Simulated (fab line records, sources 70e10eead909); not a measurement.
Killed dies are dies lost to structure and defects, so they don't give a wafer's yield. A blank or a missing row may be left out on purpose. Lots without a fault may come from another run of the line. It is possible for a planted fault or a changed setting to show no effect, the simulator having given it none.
Chamber matching :: flow nand_harc :: cmp-01 running NHARC_A_CHANNEL_FILL_D2_CMP_10: 4 sister chambers
The step polishes, target thk 150 nm. 16 wafers are shown with their chamber, then 8 later ones without.

== EACH WAFER AND ITS CHAMBER ==
wafer: L079.1
chamber: 2
motor_current_A (A): 13.1
time_to_endpoint_s (s): 21.3
edge_zone_pressure_frac: 1.011

wafer: L079.3
chamber: 3
motor_current_A (A): 14.7
time_to_endpoint_s (s): 21.0
edge_zone_pressure_frac: 1.004

wafer: L079.4
chamber: 1
motor_current_A (A): 15.2
time_to_endpoint_s (s): 17.2
edge_zone_pressure_frac: 1.003

wafer: L081.2
chamber: 2
motor_current_A (A): 13.4
time_to_endpoint_s (s): 15.8
edge_zone_pressure_frac: 0.998

wafer: L081.3
chamber: 3
motor_current_A (A): 14.8
time_to_endpoint_s (s): 16.0
edge_zone_pressure_frac: 0.999

wafer: L081.6
chamber: 0
motor_current_A (A): 13.3
time_to_endpoint_s (s): 16.0
edge_zone_pressure_frac: 1.003

wafer: L083.3
chamber: 0
motor_current_A (A): 13.3
time_to_endpoint_s (s): 14.1
edge_zone_pressure_frac: 0.994

wafer: L083.4
chamber: 3
motor_current_A (A): 14.5
time_to_endpoint_s (s): 16.8
edge_zone_pressure_frac: 1.001

wafer: L083.6
chamber: 0
motor_current_A (A): 13.7
time_to_endpoint_s (s): 15.2
edge_zone_pressure_frac: 1.005

wafer: L082.2
chamber: 3
motor_current_A (A): 14.6
time_to_endpoint_s (s): 15.9
edge_zone_pressure_frac: 0.997

wafer: L082.3
chamber: 0
motor_current_A (A): 13.9
time_to_endpoint_s (s): 15.5
edge_zone_pressure_frac: 1.001

wafer: L082.5
chamber: 3
motor_current_A (A): 13.7
time_to_endpoint_s (s): 16.9
edge_zone_pressure_frac: 0.999

wafer: L086.1
chamber: 2
motor_current_A (A): 13.6
time_to_endpoint_s (s): 18.3
edge_zone_pressure_frac: 1.011

wafer: L086.2
chamber: 1
motor_current_A (A): 16.0
time_to_endpoint_s (s): 19.4
edge_zone_pressure_frac: 0.994

wafer: L086.6
chamber: 1
motor_current_A (A): 15.9
time_to_endpoint_s (s): 19.0
edge_zone_pressure_frac: 0.991

wafer: L091.1
chamber: 2
motor_current_A (A): 12.9
time_to_endpoint_s (s): 15.9
edge_zone_pressure_frac: 0.997

SIGNATURES, as means of the wafers listed above
reading: motor_current_A
chamber 0: 13.550
chamber 1: 15.700
chamber 2: 13.250
chamber 3: 14.460
scatter within a chamber: 0.378

reading: time_to_endpoint_s
chamber 0: 15.200
chamber 1: 18.533
chamber 2: 17.825
chamber 3: 17.320
scatter within a chamber: 1.88

reading: edge_zone_pressure_frac
chamber 0: 1.00075
chamber 1: 0.99600
chamber 2: 1.00425
chamber 3: 1.00000
scatter within a chamber: 0.00546
Rule: a wafer's distance from a chamber is the root of the sum, over the readings, of the square of ((its reading less the chamber's mean) divided by the reading's scatter). If the next closest chamber is less than 2 further off than the closest, the wafer can't be placed; otherwise it belongs to the closest. The scatter: take each reading less its chamber's mean, square it, sum over the shown wafers, divide by the number of wafers less the number of chambers, and take the root.

== WAFERS WITHOUT THEIR CHAMBER ==
wafer: L091.5
motor_current_A (A): 14.1
time_to_endpoint_s (s): 17.8
edge_zone_pressure_frac: 1.001

wafer: L091.6
motor_current_A (A): 13.4
time_to_endpoint_s (s): 13.9
edge_zone_pressure_frac: 0.999

wafer: L092.2
motor_current_A (A): 13.6
time_to_endpoint_s (s): 17.4
edge_zone_pressure_frac: 1.001

wafer: L092.5
motor_current_A (A): 13.2
time_to_endpoint_s (s): 15.9
edge_zone_pressure_frac: 0.994

wafer: L092.6
motor_current_A (A): 14.7
time_to_endpoint_s (s): 18.5
edge_zone_pressure_frac: 1.002

wafer: L094.2
motor_current_A (A): 15.3
time_to_endpoint_s (s): 14.0
edge_zone_pressure_frac: 1.012

wafer: L094.5
motor_current_A (A): 13.7
time_to_endpoint_s (s): 16.0
edge_zone_pressure_frac: 1.003

wafer: L094.6
motor_current_A (A): 13.4
time_to_endpoint_s (s): 14.6
edge_zone_pressure_frac: 0.994

== EACH ONE'S CHAMBER ==
wafer: L091.5
from the rows above: can't be placed: 3 or 0 or 2
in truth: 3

wafer: L091.6
from the rows above: can't be placed: 0 or 2
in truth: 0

wafer: L092.2
from the rows above: can't be placed: 2 or 0 or 3
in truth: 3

wafer: L092.5
from the rows above: can't be placed: 0 or 2
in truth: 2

wafer: L092.6
from the rows above: can't be placed: 3 or 1
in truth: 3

wafer: L094.2
from the rows above: can't be placed: 3 or 1 or 0
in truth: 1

wafer: L094.5
from the rows above: can't be placed: 0 or 2 or 3
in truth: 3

wafer: L094.6
from the rows above: can't be placed: 0 or 2
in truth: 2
Correct placement for 0 of the 8. These rows do not allow placing 8 (true chamber among the candidates in 8). 0 placed wrongly.
